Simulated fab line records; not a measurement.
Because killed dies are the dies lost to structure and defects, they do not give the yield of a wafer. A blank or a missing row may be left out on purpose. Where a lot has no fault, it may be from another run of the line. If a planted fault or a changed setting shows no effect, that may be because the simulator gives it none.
fab line records    flow nand-harc    part 2 of 2: steps 5 to 6 of 6
record lots=21  wafers=63  last-day=33
route steps=1302 shown A_STAIRCASE@714
lots that met no fault: taken from a fault-free run of the same line
start-h: hours from the record's first day to the start of the lot's first wafer shown    wait-h: hours from the lot's prior step to this one    " as in the row above    L1.1+2: several wafers, shown together as one row    - no value, or no start was given    * or withheld: withheld    < > ~ a bound
route shown NAME@n: names a module that has steps shown in the file, with the first one's number in the route    usual: mean and standard deviation over wafers with no fault    same: alike in all rows    chamber/n: place in a boat    sites: per-site readings    _std_site: how widely they spread, as a standard deviation    _edge_site: mean of outer sites minus mean of inner sites    radius-mm: how far each site lies from the wafer's centre    mask NAME#n: copy n    behind: the last tool/chamber to shape the wafer    hold: what put the lot on hold/how long, in hours/how the hold closed    device: whichever transistor did not switch (one of n, p or np)    end of line: at the end of the route, the tests of the same wafers    a step with no rows: only its recipe    killed: count of dies lost to structure and defects at first sort (not the wafer's yield)    map: shows each die of a wafer: x if killed, . if not, _ if none is there
set.NAME: the run value of the setting; set.NAME@STEP: its run value at that earlier step    model.NAME: the simulator's own value behind a step, which no gauge read
steps of the route over a sample of lots; a table a step, a row a wafer
services: the hour from which a tool's chamber was out of use, counted from the record's first day as start-h (under 0 if before that day), plus the number of hours and why
## steps
# step NHARC_A_STAIRCASE_DESCUM_312
# recipe time-s=3  o2-flow-sccm=200  ar-flow-sccm=0  bias-power-w=0  chemistry=O2
# usual drypump-motor-current-A=5.8/0.36  oes-product-au=1.003/0.01  rf-vpp-V=57.9/0.91  showerhead-plenum-p-Torr=1.92/0.085  throttle-valve-pct=11.310/0.0081
lot.wafer  tool         chamber  start-h  wait-h  drypump-motor-current-A  oes-product-au  rf-hours-counter-h  rf-vpp-V  showerhead-plenum-p-Torr  throttle-valve-pct
L074.4     rie-diel-04  0        376.69   -       5.8                      0.993           3                   59.3      2.04                      11.319
L074.3     "            2        "        "       5.7                      0.994           3                   57.4      1.94                      11.313
L074.5     "            3        "        "       5.6                      1.003           -                   56.9      1.95                      11.304
L076.2     rie-diel-01  3        397.48   -       6.3                      1.004           1                   58.0      1.91                      11.308
L076.6     "            3        "        "       6.3                      1.010           -                   57.5      1.91                      11.310
L076.5     "            0        "        "       5.7                      1.019           -                   59.8      1.85                      11.298
L075.2     rie-diel-01  0        399.62   -       5.7                      1.017           2                   57.0      1.85                      11.310
L075.1     "            2        "        "       5.7                      0.997           2                   57.6      1.92                      11.331
L075.5     "            0        "        "       5.7                      1.023           -                   57.2      1.85                      11.304
L077.1     rie-diel-04  0        416.64   -       5.8                      1.003           15                  59.4      2.03                      11.301
L077.4     "            2        "        "       5.6                      0.981           16                  57.4      1.94                      11.305
L077.5     "            3        "        "       5.6                      0.995           -                   57.4      1.95                      11.317
L078.3     rie-diel-01  0        422.68   -       5.7                      1.024           10                  58.4      1.85                      11.312
L078.5     "            0        "        "       5.7                      1.017           -                   58.7      1.85                      11.306
L078.6     "            1        "        "       6.2                      1.010           -                   56.5      1.78                      11.306
L079.4     rie-diel-04  0        446.27   -       5.8                      0.994           22                  58.3      2.03                      11.304
L079.5     "            3        "        "       5.6                      1.011           -                   58.3      1.94                      11.309
L079.6     "            0        "        "       5.8                      1.000           -                   56.4      2.03                      11.303
L080.3     rie-diel-04  3        447.86   -       5.6                      1.002           26                  57.4      1.94                      11.299
L080.4     "            0        "        "       5.8                      1.004           23                  58.4      2.03                      11.297
L080.6     "            3        "        "       5.6                      1.007           -                   59.8      1.94                      11.297
L081.1     rie-diel-01  1        466.03   -       6.2                      0.997           22                  57.3      1.77                      11.313
L081.4     "            2        "        "       5.7                      0.996           22                  57.6      1.91                      11.306
L081.5     "            2        "        "       5.6                      0.992           -                   57.5      1.91                      11.305
L082.1     rie-diel-01  0        466.46   -       5.7                      1.011           21                  55.7      1.85                      11.320
L082.2     "            1        "        "       6.2                      1.011           22                  57.1      1.77                      11.315
L082.3     "            3        "        "       6.3                      1.010           21                  58.4      1.91                      11.311
L083.3     rie-diel-01  0        485.17   -       5.7                      1.011           29                  58.4      1.84                      11.310
L083.1     "            1        "        "       6.2                      1.004           29                  58.1      1.77                      11.300
L083.6     "            3        "        "       6.3                      1.001           -                   57.7      1.91                      11.321
L084.2     rie-diel-04  0        501.88   -       5.8                      1.000           42                  58.9      2.02                      11.305
L084.1     "            1        "        "       5.5                      1.019           43                  58.8      2.01                      11.309
L084.5     "            2        "        "       5.6                      0.997           -                   58.7      1.93                      11.299
L087.3     rie-diel-07  1        509.10   -       5.8                      1.010           8                   58.5      2.04                      11.302
L087.4     "            0        "        "       5.2                      1.008           7                   57.7      1.96                      11.320
L087.6     "            2        "        "       5.1                      1.003           -                   57.2      1.83                      11.317
L088.4     rie-diel-07  0        524.15   -       5.2                      1.012           11                  58.6      1.96                      11.302
L088.6     "            3        "        "       5.4                      0.987           -                   60.2      2.03                      11.318
L088.5     "            0        "        "       5.2                      0.998           -                   56.5      1.96                      11.305
L090.4     rie-diel-01  0        543.36   -       5.7                      1.018           49                  57.3      1.84                      11.305
L090.3     "            1        "        "       6.3                      1.000           48                  57.1      1.76                      11.315
L090.5     "            2        "        "       5.7                      1.001           -                   57.3      1.90                      11.304
L092.3     rie-diel-01  0        575.11   -       5.7                      1.019           5                   58.5      1.84                      11.304
L092.1     "            1        "        "       6.2                      0.980           5                   57.9      2.08                      11.304
L092.2     "            2        "        "       5.7                      1.003           5                   58.6      1.90                      11.317
L091.4     rie-diel-01  3        579.36   -       6.3                      1.022           0                   57.7      1.90                      11.309
L091.1     "            0        "        "       5.7                      1.023           6                   56.8      1.83                      11.299
L091.5     "            2        "        "       5.7                      0.994           -                   58.8      1.90                      11.304
L093.1     rie-diel-01  1        586.78   -       6.3                      0.995           10                  58.6      2.07                      11.314
L093.5     "            3        "        "       6.3                      1.018           -                   58.6      1.90                      11.313
L093.4     "            0        "        "       5.7                      1.011           -                   55.9      1.83                      11.312
L094.3     rie-diel-01  3        588.48   -       6.3                      1.019           4                   58.0      1.90                      11.299
L094.6     "            0        "        "       5.7                      1.026           -                   58.0      1.83                      11.300
L094.5     "            1        "        "       6.2                      0.989           -                   55.9      2.07                      11.310
L095.4     rie-diel-07  1        604.87   -       5.9                      1.004           37                  57.4      2.03                      11.318
L095.2     "            3        "        "       5.4                      0.990           41                  59.0      2.02                      11.298
L095.6     "            1        "        "       5.9                      1.013           -                   58.8      2.03                      11.301
L096.2     rie-diel-07  2        612.91   -       5.1                      1.001           43                  57.8      1.82                      11.306
L096.1     "            0        "        "       5.2                      1.004           39                  58.1      1.95                      11.311
L096.5     "            2        "        "       5.2                      1.006           -                   57.4      1.82                      11.318
L097.2     rie-diel-01  3        614.77   -       6.3                      1.003           11                  58.0      1.89                      11.315
L097.1     "            1        "        "       6.2                      0.979           18                  59.1      2.07                      11.313
L097.6     "            2        "        "       5.7                      1.006           -                   57.5      1.90                      11.319
# step NHARC_A_STAIRCASE_STRIP_476
# recipe time-s=20  o2-flow-sccm=500  ar-flow-sccm=0  bias-w=0  chemistry=O2
# usual drypump-motor-current-A=5.63/0.28  oes-product-au=0.999/0.011  rf-vpp-V=57.9/0.78  showerhead-plenum-p-Torr=3.60/0.13  throttle-valve-pct=17.037/0.01
lot.wafer  tool         chamber  start-h  wait-h  drypump-motor-current-A  oes-product-au  rf-hours-counter-h  rf-vpp-V  showerhead-plenum-p-Torr  throttle-valve-pct
L074.3     rie-diel-04  1        380.73   0.1     5.48                     1.021           4                   58.5      3.71                      17.035
L074.4     "            0        "        "       5.81                     0.997           3                   58.7      3.74                      17.037
L074.5     "            2        "        "       5.59                     0.988           -                   58.6      3.58                      17.042
L076.2     rie-diel-01  2        401.57   0.1     5.68                     1.000           3                   58.0      3.54                      17.049
L076.6     "            0        "        "       5.73                     1.013           -                   57.3      3.42                      17.045
L076.5     "            1        "        "       6.25                     1.008           -                   56.9      3.30                      17.041
L075.1     rie-diel-04  1        403.74   0.1     5.49                     1.010           11                  56.8      3.71                      17.046
L075.2     "            3        "        "       5.63                     1.007           14                  57.6      3.58                      17.034
L075.5     "            2        "        "       5.69                     0.998           -                   57.7      3.57                      17.056
L077.1     rie-diel-07  0        422.11   0.1     5.18                     1.015           38                  58.0      3.63                      17.039
L077.4     "            3        "        "       5.43                     0.985           42                  58.4      3.75                      17.023
L077.5     "            1        "        "       5.88                     1.012           -                   58.0      3.76                      17.033
L078.3     rie-diel-04  2        427.56   0.1     5.68                     0.994           20                  59.2      3.57                      17.043
L078.6     "            1        "        "       5.48                     1.002           -                   57.6      3.70                      17.014
L078.5     "            2        "        "       5.65                     0.999           -                   58.5      3.57                      17.034
L079.4     rie-diel-07  2        450.66   0.1     5.18                     0.997           45                  57.6      3.40                      17.046
L079.6     "            1        "        "       5.89                     1.004           -                   57.2      3.75                      17.039
L079.5     "            2        "        "       5.16                     0.986           -                   57.0      3.40                      17.045
L080.3     rie-diel-04  1        452.43   0.1     5.49                     0.996           24                  59.5      3.70                      17.053
L080.4     "            2        "        "       5.66                     0.983           27                  58.5      3.57                      17.040
L080.6     "            2        "        "       5.63                     0.986           -                   57.1      3.57                      17.031
L081.1     rie-diel-04  1        470.38   0.1     5.51                     1.007           33                  56.3      3.69                      17.040
L081.4     "            3        "        "       5.65                     1.003           33                  57.1      3.57                      17.028
L081.5     "            1        "        "       5.46                     1.004           -                   58.3      3.69                      17.048
L082.1     rie-diel-07  0        471.01   0.1     5.22                     1.010           51                  57.1      3.62                      17.004
L082.2     "            1        "        "       5.82                     1.000           49                  59.1      3.75                      17.025
L082.3     "            2        "        "       5.19                     1.004           52                  56.6      3.39                      17.023
L083.3     rie-diel-04  3        489.21   0.1     5.64                     1.006           41                  57.6      3.57                      17.029
L083.1     "            1        "        "       5.52                     1.004           39                  58.7      3.69                      17.039
L083.6     "            3        "        "       5.63                     1.006           -                   57.3      3.57                      17.037
L084.2     rie-diel-07  2        505.92   0.1     5.15                     1.004           6                   57.3      3.39                      17.041
L084.1     "            0        "        "       5.19                     1.001           7                   57.0      3.62                      17.028
L084.5     "            2        "        "       5.15                     1.002           -                   57.2      3.39                      17.034
L087.3     rie-diel-04  2        513.16   0.1     5.66                     0.990           51                  57.3      3.55                      17.025
L087.4     "            1        "        "       5.45                     1.015           49                  58.3      3.69                      17.040
L087.6     "            3        "        "       5.63                     1.005           -                   57.5      3.56                      17.042
L088.4     rie-diel-01  0        528.19   0.1     5.76                     1.007           43                  57.7      3.40                      17.032
L088.5     "            2        "        "       5.67                     1.011           -                   57.7      3.52                      17.014
L088.6     "            3        "        "       6.32                     1.006           -                   58.3      3.51                      17.034
L090.3     rie-diel-07  3        547.55   0.1     5.41                     0.989           18                  57.6      3.73                      17.026
L090.4     "            2        "        "       5.16                     0.989           21                  55.8      3.38                      17.029
L090.5     "            0        "        "       5.19                     1.001           -                   57.6      3.61                      17.036
L092.1     rie-diel-04  3        579.43   0.1     5.64                     1.004           17                  57.1      3.55                      17.049
L092.3     "            1        "        "       5.47                     0.980           17                  58.5      3.67                      17.051
L092.2     "            2        "        "       5.66                     0.982           14                  59.1      3.54                      17.025
L091.1     rie-diel-04  1        585.01   0.1     5.48                     0.995           19                  58.9      3.67                      17.038
L091.4     "            1        "        "       5.47                     0.973           -                   60.4      3.67                      17.023
L091.5     "            0        "        "       5.80                     1.000           -                   58.8      3.71                      17.027
L093.1     rie-diel-07  2        591.03   0.1     5.12                     0.997           38                  56.7      3.37                      17.029
L093.4     "            3        "        "       5.40                     0.985           39                  58.4      3.72                      17.020
L093.5     "            1        "        "       5.82                     1.008           -                   57.6      3.73                      17.028
L094.3     rie-diel-04  0        594.99   0.1     5.79                     0.999           11                  58.7      3.71                      17.034
L094.6     "            2        "        "       5.66                     0.984           -                   58.3      3.54                      17.058
L094.5     "            1        "        "       5.50                     0.980           -                   58.3      3.67                      17.042
L095.4     rie-diel-04  0        608.90   0.1     5.76                     0.989           13                  57.6      3.70                      17.045
L095.2     "            3        "        "       5.62                     1.001           18                  58.6      3.55                      17.031
L095.6     "            1        "        "       5.45                     0.985           -                   57.0      3.67                      17.041
L096.1     rie-diel-04  3        616.97   0.1     5.64                     0.989           19                  57.2      3.55                      17.043
L096.2     "            0        "        "       5.82                     1.008           15                  57.9      3.70                      17.043
L096.5     "            1        "        "       5.44                     0.988           -                   58.6      3.67                      17.044
L097.1     rie-diel-07  1        619.16   0.3     5.88                     1.020           42                  59.0      3.72                      17.047
L097.2     "            3        "        "       5.41                     0.998           47                  58.0      3.71                      17.029
L097.6     "            0        "        "       5.19                     1.011           -                   58.9      3.60                      17.033
## services
tool         chamber  start-h  hours  kind
rie-diel-04  0        336.38   -      clean
rie-diel-04  1        336.38   -      clean
rie-diel-04  2        336.38   -      clean
rie-diel-04  3        336.38   -      clean
rie-diel-01  3        345.57   6.2    repair
rie-diel-04  -        354.90   9.0    pm
rie-diel-04  0        354.90   9.0    vent-cycle
rie-diel-04  1        354.90   9.0    vent-cycle
rie-diel-04  2        354.90   9.0    vent-cycle
rie-diel-04  3        354.90   9.0    vent-cycle
rie-diel-07  1        359.86   2.9    repair
rie-diel-04  0        363.90   -      clean
rie-diel-01  1        366.50   3.8    repair
rie-diel-01  3        378.09   9.6    repair
rie-diel-01  -        380.80   9.0    pm
rie-diel-07  0        393.62   9.9    repair
rie-diel-07  0        403.85   8.8    repair
rie-diel-07  -        471.20   9.0    pm
rie-diel-04  -        532.93   9.0    pm
rie-diel-07  1        554.62   4.5    repair
rie-diel-07  0        555.62   7.3    repair
rie-diel-01  2        581.64   14.5   repair
rie-diel-04  3        582.21   24.3   repair
rie-diel-04  -        597.26   0.4    repair
